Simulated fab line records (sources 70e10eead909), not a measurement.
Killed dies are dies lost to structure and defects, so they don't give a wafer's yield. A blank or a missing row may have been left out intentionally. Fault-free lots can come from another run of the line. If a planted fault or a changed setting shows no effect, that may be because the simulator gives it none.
Which tool was responsible? / flow nand_harc / 24 lots with 72 wafers sampled at 4 steps, on a route of 1302 steps

== WHAT EACH GAUGE READ, for each wafer ==
NHARC_A_M1_THK_MEAS_24: measures by xrf. Usual: 154.1 nm for thk_nm, sd 1.5.
lot=L074; measured=day 23 00:57; on=film_metro-01; thk_nm (nm)=153.7 152.4 153.2; flag=
lot=L075; measured=day 23 01:59; on=film_metro-02; thk_nm (nm)=152.5 153.5 153.2; flag=
lot=L076; measured=day 23 16:44; on=film_metro-02; thk_nm (nm)=156.7 154.2 156.3; flag=
lot=L077; measured=day 24 11:32; on=film_metro-01; thk_nm (nm)=155.9 154.7 153.3; flag=
lot=L078; measured=day 24 17:20; on=film_metro-01; thk_nm (nm)=153.7 154.2 155.1; flag=
lot=L080; measured=day 24 23:44; on=film_metro-01; thk_nm (nm)=153.2 154.7 154.9; flag=
lot=L079; measured=day 25 08:29; on=film_metro-01; thk_nm (nm)=154.1 154.8 154.4; flag=
lot=L081; measured=day 26 09:52; on=film_metro-01; thk_nm (nm)=156.3 155.3 153.6; flag=
lot=L083; measured=day 26 10:43; on=film_metro-01; thk_nm (nm)=155.2 157.1 155.3; flag=
lot=L082; measured=day 26 18:53; on=film_metro-01; thk_nm (nm)=152.7 155.4 152.5; flag=
lot=L085; measured=day 27 21:25; on=film_metro-02; thk_nm (nm)=154.2 153.2 153.8; flag=
lot=L084; measured=day 27 22:36; on=film_metro-01; thk_nm (nm)=156.8 156.6 155.0; flag=
lot=L086; measured=day 28 04:51; on=film_metro-02; thk_nm (nm)=155.2 152.2 156.4; flag=
lot=L087; measured=day 28 14:46; on=film_metro-02; thk_nm (nm)=155.0 154.1 153.4; flag=
lot=L088; measured=day 28 20:26; on=film_metro-02; thk_nm (nm)=156.4 153.7 154.3; flag=
lot=L089; measured=day 28 20:40; on=film_metro-02; thk_nm (nm)=152.7 151.8 152.5; flag=
lot=L091; measured=day 29 23:16; on=film_metro-01; thk_nm (nm)=153.3 154.5 152.2; flag=
lot=L090; measured=day 30 05:59; on=film_metro-02; thk_nm (nm)=154.0 151.6 151.7; flag=
lot=L092; measured=day 31 01:33; on=film_metro-02; thk_nm (nm)=153.0 154.4 155.0; flag=
lot=L093; measured=day 31 05:05; on=film_metro-01; thk_nm (nm)=154.1 156.2 154.5; flag=
lot=L096; measured=day 31 19:48; on=film_metro-02; thk_nm (nm)=154.1 154.8 149.9; flag=
lot=L095; measured=day 31 21:59; on=film_metro-02; thk_nm (nm)=156.1 154.9 157.3; flag=
lot=L097; measured=day 32 02:34; on=film_metro-01; thk_nm (nm)=153.2 153.6 151.5; flag=
lot=L094; measured=day 32 04:43; on=film_metro-02; thk_nm (nm)=154.6 154.1 152.4; flag=

== WHICH TOOL RAN EACH LOT (tool, then ch and the chambers of the sampled wafers, then the start) ==
lot=L074; NHARC_A_M0_DEGAS_28=pvd_sputter-01, day 22 19:23; NHARC_A_M0_ANNEAL_30=rtp_anneal-02 ch 0, day 22 20:11; NHARC_A_M1_DEGAS_29=pvd_sputter-03, day 22 23:32
lot=L075; NHARC_A_M0_DEGAS_28=pvd_sputter-03, day 22 20:11; NHARC_A_M0_ANNEAL_30=rtp_anneal-01 ch 0, day 22 20:58; NHARC_A_M1_DEGAS_29=pvd_sputter-01, day 23 00:36
lot=L076; NHARC_A_M0_DEGAS_28=pvd_sputter-02, day 23 11:08; NHARC_A_M0_ANNEAL_30=rtp_anneal-02 ch 0, day 23 11:53; NHARC_A_M1_DEGAS_29=pvd_sputter-03, day 23 15:20
lot=L077; NHARC_A_M0_DEGAS_28=pvd_sputter-01, day 24 05:57; NHARC_A_M0_ANNEAL_30=rtp_anneal-02 ch 0, day 24 06:41; NHARC_A_M1_DEGAS_29=pvd_sputter-01, day 24 10:08
lot=L078; NHARC_A_M0_DEGAS_28=pvd_sputter-01, day 24 11:55; NHARC_A_M0_ANNEAL_30=rtp_anneal-02 ch 0, day 24 12:45; NHARC_A_M1_DEGAS_29=pvd_sputter-02, day 24 15:56
lot=L080; NHARC_A_M0_DEGAS_28=pvd_sputter-01, day 24 18:16; NHARC_A_M0_ANNEAL_30=rtp_anneal-01 ch 0, day 24 19:00; NHARC_A_M1_DEGAS_29=pvd_sputter-03, day 24 22:19
lot=L079; NHARC_A_M0_DEGAS_28=pvd_sputter-02, day 25 02:56; NHARC_A_M0_ANNEAL_30=rtp_anneal-02 ch 0, day 25 03:41; NHARC_A_M1_DEGAS_29=pvd_sputter-03, day 25 07:06
lot=L081; NHARC_A_M0_DEGAS_28=pvd_sputter-01, day 26 04:17; NHARC_A_M0_ANNEAL_30=rtp_anneal-01 ch 0, day 26 05:08; NHARC_A_M1_DEGAS_29=pvd_sputter-01, day 26 08:28
lot=L083; NHARC_A_M0_DEGAS_28=pvd_sputter-02, day 26 05:08; NHARC_A_M0_ANNEAL_30=rtp_anneal-02 ch 0, day 26 05:55; NHARC_A_M1_DEGAS_29=pvd_sputter-02, day 26 09:18
lot=L082; NHARC_A_M0_DEGAS_28=pvd_sputter-01, day 26 13:26; NHARC_A_M0_ANNEAL_30=rtp_anneal-02 ch 0, day 26 14:16; NHARC_A_M1_DEGAS_29=pvd_sputter-02, day 26 17:29
lot=L085; NHARC_A_M0_DEGAS_28=pvd_sputter-01, day 27 15:49; NHARC_A_M0_ANNEAL_30=rtp_anneal-01 ch 0, day 27 16:33; NHARC_A_M1_DEGAS_29=pvd_sputter-03, day 27 20:01
lot=L084; NHARC_A_M0_DEGAS_28=pvd_sputter-03, day 27 16:50; NHARC_A_M0_ANNEAL_30=rtp_anneal-02 ch 0, day 27 17:44; NHARC_A_M1_DEGAS_29=pvd_sputter-01, day 27 21:11
lot=L086; NHARC_A_M0_DEGAS_28=pvd_sputter-03, day 27 23:16; NHARC_A_M0_ANNEAL_30=rtp_anneal-02 ch 0, day 28 00:08; NHARC_A_M1_DEGAS_29=pvd_sputter-03, day 28 03:28
lot=L087; NHARC_A_M0_DEGAS_28=pvd_sputter-03, day 28 05:17; NHARC_A_M0_ANNEAL_30=rtp_anneal-01 ch 0, day 28 06:07; NHARC_A_M1_DEGAS_29=pvd_sputter-01, day 28 13:22
lot=L088; NHARC_A_M0_DEGAS_28=pvd_sputter-03, day 28 14:02; NHARC_A_M0_ANNEAL_30=rtp_anneal-02 ch 0, day 28 14:51; NHARC_A_M1_DEGAS_29=pvd_sputter-02, day 28 18:13
lot=L089; NHARC_A_M0_DEGAS_28=pvd_sputter-01, day 28 15:05; NHARC_A_M0_ANNEAL_30=rtp_anneal-02 ch 0, day 28 15:55; NHARC_A_M1_DEGAS_29=pvd_sputter-02, day 28 19:16
lot=L091; NHARC_A_M0_DEGAS_28=pvd_sputter-01, day 29 17:31; NHARC_A_M0_ANNEAL_30=rtp_anneal-02 ch 0, day 29 18:36; NHARC_A_M1_DEGAS_29=pvd_sputter-01, day 29 21:52
lot=L090; NHARC_A_M0_DEGAS_28=pvd_sputter-01, day 30 00:26; NHARC_A_M0_ANNEAL_30=rtp_anneal-01 ch 0, day 30 01:13; NHARC_A_M1_DEGAS_29=pvd_sputter-01, day 30 04:36
lot=L092; NHARC_A_M0_DEGAS_28=pvd_sputter-03, day 30 20:06; NHARC_A_M0_ANNEAL_30=rtp_anneal-01 ch 0, day 30 20:54; NHARC_A_M1_DEGAS_29=pvd_sputter-03, day 31 00:09
lot=L093; NHARC_A_M0_DEGAS_28=pvd_sputter-02, day 30 23:39; NHARC_A_M0_ANNEAL_30=rtp_anneal-02 ch 0, day 31 00:23; NHARC_A_M1_DEGAS_29=pvd_sputter-01, day 31 03:41
lot=L096; NHARC_A_M0_DEGAS_28=pvd_sputter-03, day 31 14:17; NHARC_A_M0_ANNEAL_30=rtp_anneal-01 ch 0, day 31 15:01; NHARC_A_M1_DEGAS_29=pvd_sputter-02, day 31 18:25
lot=L095; NHARC_A_M0_DEGAS_28=pvd_sputter-01, day 31 15:58; NHARC_A_M0_ANNEAL_30=rtp_anneal-01 ch 0, day 31 16:53; NHARC_A_M1_DEGAS_29=pvd_sputter-01, day 31 20:35
lot=L097; NHARC_A_M0_DEGAS_28=pvd_sputter-02, day 31 20:55; NHARC_A_M0_ANNEAL_30=rtp_anneal-01 ch 0, day 31 21:39; NHARC_A_M1_DEGAS_29=pvd_sputter-02, day 32 01:04
lot=L094; NHARC_A_M0_DEGAS_28=pvd_sputter-02, day 31 22:59; NHARC_A_M0_ANNEAL_30=rtp_anneal-02 ch 0, day 31 23:56; NHARC_A_M1_DEGAS_29=pvd_sputter-01, day 32 03:20
- NHARC_A_M0_DEGAS_28: time 60 s.
- NHARC_A_M0_ANNEAL_30: time 90 s.
- NHARC_A_M1_DEGAS_29: time 60 s.

== AS READ BY THE TOOLS THEMSELVES (means over the sampled wafers that have a number; for cases with no such wafer, the mark the record gives instead) ==
NHARC_A_M0_DEGAS_28. Usual: 333 W for heater_power_w, sd 36.
lot=L074; tool=pvd_sputter-01; heater_power_w (W)=348; flag=
lot=L075; tool=pvd_sputter-03; heater_power_w (W)=342; flag=
lot=L076; tool=pvd_sputter-02; heater_power_w (W)=360; flag=
lot=L077; tool=pvd_sputter-01; heater_power_w (W)=322; flag=
lot=L078; tool=pvd_sputter-01; heater_power_w (W)=333; flag=
lot=L080; tool=pvd_sputter-01; heater_power_w (W)=330; flag=
lot=L079; tool=pvd_sputter-02; heater_power_w (W)=354; flag=
lot=L081; tool=pvd_sputter-01; heater_power_w (W)=329; flag=
lot=L083; tool=pvd_sputter-02; heater_power_w (W)=308; flag=
lot=L082; tool=pvd_sputter-01; heater_power_w (W)=352; flag=
lot=L085; tool=pvd_sputter-01; heater_power_w (W)=358; flag=
lot=L084; tool=pvd_sputter-03; heater_power_w (W)=311; flag=
lot=L086; tool=pvd_sputter-03; heater_power_w (W)=353; flag=
lot=L087; tool=pvd_sputter-03; heater_power_w (W)=319; flag=
lot=L088; tool=pvd_sputter-03; heater_power_w (W)=348; flag=
lot=L089; tool=pvd_sputter-01; heater_power_w (W)=335; flag=
lot=L091; tool=pvd_sputter-01; heater_power_w (W)=347; flag=
lot=L090; tool=pvd_sputter-01; heater_power_w (W)=310; flag=
lot=L092; tool=pvd_sputter-03; heater_power_w (W)=344; flag=
lot=L093; tool=pvd_sputter-02; heater_power_w (W)=366; flag=
lot=L096; tool=pvd_sputter-03; heater_power_w (W)=338; flag=
lot=L095; tool=pvd_sputter-01; heater_power_w (W)=303; flag=
lot=L097; tool=pvd_sputter-02; heater_power_w (W)=349; flag=
lot=L094; tool=pvd_sputter-02; heater_power_w (W)=316; flag=

NHARC_A_M0_ANNEAL_30. Usual: 225.92 for wafer_temp_C_max, sd 0.24.
lot=L074 tool=rtp_anneal-02 wafer_temp_C_max=226.11 flag=
lot=L075 tool=rtp_anneal-01 wafer_temp_C_max=225.87 flag=
lot=L076 tool=rtp_anneal-02 wafer_temp_C_max=225.63 flag=
lot=L077 tool=rtp_anneal-02 wafer_temp_C_max=225.83 flag=
lot=L078 tool=rtp_anneal-02 wafer_temp_C_max=225.74 flag=
lot=L080 tool=rtp_anneal-01 wafer_temp_C_max=226.05 flag=
lot=L079 tool=rtp_anneal-02 wafer_temp_C_max=225.57 flag=
lot=L081 tool=rtp_anneal-01 wafer_temp_C_max=226.10 flag=
lot=L083 tool=rtp_anneal-02 wafer_temp_C_max=225.83 flag=
lot=L082 tool=rtp_anneal-02 wafer_temp_C_max=225.74 flag=
lot=L085 tool=rtp_anneal-01 wafer_temp_C_max=225.94 flag=
lot=L084 tool=rtp_anneal-02 wafer_temp_C_max=225.92 flag=
lot=L086 tool=rtp_anneal-02 wafer_temp_C_max=225.94 flag=
lot=L087 tool=rtp_anneal-01 wafer_temp_C_max=225.95 flag=
lot=L088 tool=rtp_anneal-02 wafer_temp_C_max=226.06 flag=
lot=L089 tool=rtp_anneal-02 wafer_temp_C_max=225.95 flag=
lot=L091 tool=rtp_anneal-02 wafer_temp_C_max=225.89 flag=
lot=L090 tool=rtp_anneal-01 wafer_temp_C_max=225.93 flag=
lot=L092 tool=rtp_anneal-01 wafer_temp_C_max=225.89 flag=
lot=L093 tool=rtp_anneal-02 wafer_temp_C_max=225.84 flag=
lot=L096 tool=rtp_anneal-01 wafer_temp_C_max=226.18 flag=
lot=L095 tool=rtp_anneal-01 wafer_temp_C_max=226.33 flag=
lot=L097 tool=rtp_anneal-01 wafer_temp_C_max=225.92 flag=
lot=L094 tool=rtp_anneal-02 wafer_temp_C_max=225.81 flag=

NHARC_A_M1_DEGAS_29. Usual: 333 W for heater_power_w, sd 38.
lot=L074; tool=pvd_sputter-03; heater_power_w (W)=337; flag=
lot=L075; tool=pvd_sputter-01; heater_power_w (W)=326; flag=
lot=L076; tool=pvd_sputter-03; heater_power_w (W)=303; flag=
lot=L077; tool=pvd_sputter-01; heater_power_w (W)=315; flag=
lot=L078; tool=pvd_sputter-02; heater_power_w (W)=349; flag=
lot=L080; tool=pvd_sputter-03; heater_power_w (W)=314; flag=
lot=L079; tool=pvd_sputter-03; heater_power_w (W)=353; flag=
lot=L081; tool=pvd_sputter-01; heater_power_w (W)=308; flag=
lot=L083; tool=pvd_sputter-02; heater_power_w (W)=358; flag=
lot=L082; tool=pvd_sputter-02; heater_power_w (W)=330; flag=
lot=L085; tool=pvd_sputter-03; heater_power_w (W)=316; flag=
lot=L084; tool=pvd_sputter-01; heater_power_w (W)=323; flag=
lot=L086; tool=pvd_sputter-03; heater_power_w (W)=328; flag=
lot=L087; tool=pvd_sputter-01; heater_power_w (W)=314; flag=
lot=L088; tool=pvd_sputter-02; heater_power_w (W)=347; flag=
lot=L089; tool=pvd_sputter-02; heater_power_w (W)=335; flag=
lot=L091; tool=pvd_sputter-01; heater_power_w (W)=311; flag=
lot=L090; tool=pvd_sputter-01; heater_power_w (W)=334; flag=
lot=L092; tool=pvd_sputter-03; heater_power_w (W)=333; flag=
lot=L093; tool=pvd_sputter-01; heater_power_w (W)=316; flag=
lot=L096; tool=pvd_sputter-02; heater_power_w (W)=322; flag=
lot=L095; tool=pvd_sputter-01; heater_power_w (W)=307; flag=
lot=L097; tool=pvd_sputter-02; heater_power_w (W)=358; flag=
lot=L094; tool=pvd_sputter-01; heater_power_w (W)=335; flag=

== THE ANSWER, worked out from the rows above alone ==
Rule: take the mean of a lot's wafers that have a number; if it is more than 3 standard deviations from the usual mean, the lot is off. A lot without any number at a reading at which 4 lots or more have one is off too. All remaining lots with rows at the step are treated as sound. After the gauges, taken in route order, come the tools' own readings; for these a lot's mean is taken, as printed above. The first step at which some lot is off is used, and at that step the reading that is off furthest; a lot without a number counts as furthest.
None of the lots is off at any reading shown; this tells nothing.

== WHAT HAD BEEN PUT IN BY THE SIMULATOR ==
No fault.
